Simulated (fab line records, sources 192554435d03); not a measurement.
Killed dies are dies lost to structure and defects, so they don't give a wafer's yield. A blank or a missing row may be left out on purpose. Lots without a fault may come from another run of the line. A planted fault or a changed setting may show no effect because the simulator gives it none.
Chamber matching | flow n5_finfet | N5_BEOL_M0_CMP_120 on cmp-01: 4 sister chambers
The step polishes, stops on SiOC, t overpolish 6.9 s. 4 wafers are shown with their chamber, then 8 later ones without.

WAFERS WITH THEIR CHAMBER
wafer  | chamber | motor_current_A (A)
L077.4 | 0       | 6.8
L082.3 | 2       | 6.7
L081.5 | 3       | 5.9
L083.1 | 1       | 5.9

WAFERS WITHOUT THEIR CHAMBER
wafer  | motor_current_A (A)
L083.3 | 6.5
L083.6 | 6.7
L095.1 | 6.7
L095.2 | 5.6
L095.5 | 5.5
L096.1 | 6.0
L096.5 | 6.3
L096.6 | 5.9

WHICH CHAMBER EACH WENT THROUGH
wafer  | from the rows above               | in truth
L083.3 | can't be placed: 2 or 0 or 1 or 3 | 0
L083.6 | can't be placed: 2 or 0           | 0
L095.1 | can't be placed: 2 or 0           | 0
L095.2 | can't be placed: 1 or 3           | 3
L095.5 | can't be placed: 1 or 3           | 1
L096.1 | can't be placed: 1 or 3           | 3
L096.5 | can't be placed: 1 or 3 or 2 or 0 | 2
L096.6 | can't be placed: 1 or 3           | 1
Placed correctly: 0 of 8. Can't be placed from these rows: 8 (the true chamber is among the candidates in 8). Placed wrongly: 0.
How it was worked out, from the rows above alone: a wafer's distance from a chamber is the root of the sum, over the readings, of the square of ((its reading less the chamber's mean) divided by the reading's scatter). The wafer belongs to the nearest chamber; if the next one is less than 2 further off, it can't be placed. A chamber's mean is the mean of its shown wafers. The scatter: with one shown wafer a chamber, the root of the mean of the squares of how far each hidden wafer lies from its nearest shown one.
